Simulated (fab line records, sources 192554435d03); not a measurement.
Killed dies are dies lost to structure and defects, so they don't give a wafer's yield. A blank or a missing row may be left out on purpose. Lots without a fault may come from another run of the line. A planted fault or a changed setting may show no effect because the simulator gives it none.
Chamber matching | flow n5_finfet | N5_GATE_CUT_SAC_CAP_01 on ald_sin-04: 4 sister chambers
The step material SiNx, target thk 24 nm, pulse time 1 s, ald cycles 480. 7 wafers are shown with their chamber, then 7 later ones without.

WAFERS WITH THEIR CHAMBER
wafer  | chamber | heater_power_w (W) | precursor_pulse_height_rel
L076.6 | 0       | 876                | 1.011
L077.1 | 0       | 892                | 0.981
L077.3 | 3       | 819                | 1.021
L082.4 | 1       | 872                | 0.994
L082.6 | 2       | 810                | 1.031
L085.3 | 2       | 830                | 1.038
L085.5 | 1       | 853                | 0.998

WAFERS WITHOUT THEIR CHAMBER
wafer  | heater_power_w (W) | precursor_pulse_height_rel
L085.6 | 893                | 0.997
L086.1 | 811                | 1.019
L086.2 | 823                | 0.977
L086.5 | 922                | 0.991
L091.2 | 821                | 1.005
L091.4 | 852                | 1.031
L091.6 | 882                | 0.991

WHICH CHAMBER EACH WENT THROUGH
wafer  | from the rows above               | in truth
L085.6 | can't be placed: 0 or 1           | 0
L086.1 | can't be placed: 3 or 2           | 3
L086.2 | can't be placed: 1 or 3 or 2 or 0 | 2
L086.5 | can't be placed: 0 or 1           | 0
L091.2 | can't be placed: 3 or 2 or 1      | 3
L091.4 | can't be placed: 2 or 3 or 1 or 0 | 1
L091.6 | can't be placed: 0 or 1           | 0
Placed correctly: 0 of 7. Can't be placed from these rows: 7 (the true chamber is among the candidates in 7). Placed wrongly: 0.
How it was worked out, from the rows above alone: a wafer's distance from a chamber is the root of the sum, over the readings, of the square of ((its reading less the chamber's mean) divided by the reading's scatter). The wafer belongs to the nearest chamber; if the next one is less than 2 further off, it can't be placed. A chamber's mean is the mean of its shown wafers. The scatter: the root of (the sum of the squares of (reading less its chamber's mean) over the shown wafers, divided by (wafers less chambers)).
